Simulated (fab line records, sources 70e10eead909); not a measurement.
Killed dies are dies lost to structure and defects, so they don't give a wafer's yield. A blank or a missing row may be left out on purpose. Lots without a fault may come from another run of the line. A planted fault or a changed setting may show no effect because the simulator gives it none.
A struck lot beside a sound one | flow nand_harc | 14 steps out of a route of 1302
Sound: wafers L668.1, L668.2, L668.3. Struck: wafer L684.2. (L684.4, L684.6 of the same lot were not struck and are left out.) The cause comes at the end.
At each step with rows: each side's tool, then ch and its chambers, then its first start. Under that, the readings that differ: sound wafers | struck wafers | difference of the means | sigmas: that difference in standard deviations of wafers without a fault.
alike: readings whose means differ by less than 2 such deviations, and words and numbers that are the same on both sides. not compared: withheld readings, readings that some wafer has no value for, bounds like >300 that may hide the same value, and numbers for which the record gives no deviation and whose values overlap.
The two part at a step that has a row with sigmas, a row that says differs or no value, or rows on one side only. Numbers that don't overlap but have no deviation are shown without sigmas and don't part them. A reading that every wafer of one side lacks parts them only if that side has two wafers or more.

NHARC_A_SOURCE_PLATE_THK_MEAS_06: measures by ellipsometry.
  sound on film_metro-01, day 9 02:29; struck on film_metro-01, day 15 13:58
  reading     | sound             | struck | difference | sigmas
  thk_nm (nm) | 198.7 197.3 197.7 | 203.9  | +6.0       | +2
NHARC_A_SOURCE_PLATE_INSPECT_08:
  sound on defect_inspect-02, day 9 02:34; struck on defect_inspect-01, day 15 14:05
  alike: raw_defect_count
then, 1 step without rows for these wafers: NHARC_A_ONON_D1_DEP_00 (target thk 1000 nm).
NHARC_A_ONON_D1_THK_MEAS_02: measures by ellipsometry.
  sound on film_metro-01, day 9 03:08; struck on film_metro-01, day 15 14:39
  alike: thk_nm
then, 1 step without rows for these wafers: NHARC_A_ONON_D1_DEP_03 (target thk 1000 nm).
NHARC_A_ONON_D1_THK_MEAS_05: measures by ellipsometry.
  sound on film_metro-02, day 9 03:43; struck on film_metro-01, day 15 15:13
  reading     | sound          | struck | difference | sigmas
  thk_nm (nm) | 1013 1014 1013 | 990    | -23        | -2
then, 1 step without rows for these wafers: NHARC_A_ONON_D1_DEP_06 (target thk 1000 nm).
NHARC_A_ONON_D1_THK_MEAS_08: measures by ellipsometry.
  sound on film_metro-01, day 9 04:17; struck on film_metro-01, day 15 15:47
  alike: thk_nm
then, 1 step without rows for these wafers: NHARC_A_ONON_D1_DEP_09 (target thk 1000 nm).
NHARC_A_ONON_D1_THK_MEAS_11: measures by ellipsometry.
  sound on film_metro-01, day 9 04:50; struck on film_metro-01, day 15 16:20
  alike: thk_nm
NHARC_A_ONON_D1_DEP_12: target thk 1000 nm.
  sound on pecvd_onon-04 ch 0, day 9 04:54; struck on pecvd_onon-01 ch 0, day 15 16:28
  alike: nh3_flow_sccm
NHARC_A_ONON_D1_THK_MEAS_14: measures by ellipsometry.
  sound on film_metro-01, day 9 05:25; struck on film_metro-02, day 15 16:55
  reading     | sound          | struck | difference | sigmas
  thk_nm (nm) | 1003 1003 1002 | 1804   | +801       | +88
then, 1 step without rows for these wafers: NHARC_A_ONON_D1_ANNEAL_15 (time 3600 s).
-- the record jumps here: 17 days lie between the struck wafers' starts before and after (it left off in module A_ONON_D1 and takes up again in module END, whose first step shown is number 1302 of the route) --
NHARC_END_SORT_01:
  sound on prober-01 ch 0, day 25 17:12; struck on prober-01 ch 0, day 32 08:56
  reading         | sound    | struck | difference | sigmas
  killed_at_array | 80 69 57 | 676    | +607       | +26
  killed_dies     | 81 71 60 | 677    | +606       | +26
  alike: killed_at_other, killed_at_periphery, killed_open, killed_short

WHERE THEY PART
First at NHARC_A_SOURCE_PLATE_THK_MEAS_06; last, within this record, at NHARC_END_SORT_01.

WHY: what the simulator had put in
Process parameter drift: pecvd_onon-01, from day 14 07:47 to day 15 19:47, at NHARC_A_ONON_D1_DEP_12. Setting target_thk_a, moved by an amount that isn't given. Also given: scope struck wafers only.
